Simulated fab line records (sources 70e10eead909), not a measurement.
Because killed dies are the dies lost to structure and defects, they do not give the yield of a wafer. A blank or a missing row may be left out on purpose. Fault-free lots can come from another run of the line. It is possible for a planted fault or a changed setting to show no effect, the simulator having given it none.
Chamber matching -- flow nand harc -- 4 sister chambers for NHARC_P_CONTACT_ETCH_31 on rie diel-13
The step etches the open film in CH3F/O2, target depth 30 nm, time 85.7 s. 8 wafers are shown with their chamber, then 6 later ones without.

EACH WAFER AND ITS CHAMBER
wafer,chamber,showerhead plenum p Torr (Torr),drypump motor current A (A)
L663.2,0,2.40,5.65
L664.1,3,2.64,6.18
L665.5,2,2.45,5.71
L669.1,0,2.40,5.65
L669.2,2,2.44,5.69
L669.4,1,2.61,5.73
L671.3,1,2.61,5.72
L671.4,3,2.64,6.19

WAFERS MISSING THEIR CHAMBER
wafer,showerhead plenum p Torr (Torr),drypump motor current A (A)
L671.6,2.61,5.70
L678.2,2.60,5.69
L678.3,2.40,5.65
L678.6,2.64,6.17
L682.2,2.64,6.18
L682.4,2.60,5.74

WHICH CHAMBER EACH ONE RAN IN
wafer,from the rows above,in truth
L671.6,1,1
L678.2,1,1
L678.3,0,0
L678.6,3,3
L682.2,3,3
L682.4,1,1
6 of 6 placed correctly. From these rows, 0 cannot be placed. Number placed wrongly: 0.
How it was worked out, from the rows above alone: a wafer's distance from a chamber is the root of the sum, over the readings, of the square of ((its reading less the chamber's mean) divided by the reading's scatter). If the next closest chamber is less than 2 further off than the closest, the wafer can't be placed; otherwise it belongs to the closest. A chamber's mean is the mean of its shown wafers. The scatter: take each reading less its chamber's mean, square it, sum over the shown wafers, divide by the number of wafers less the number of chambers, and take the root.
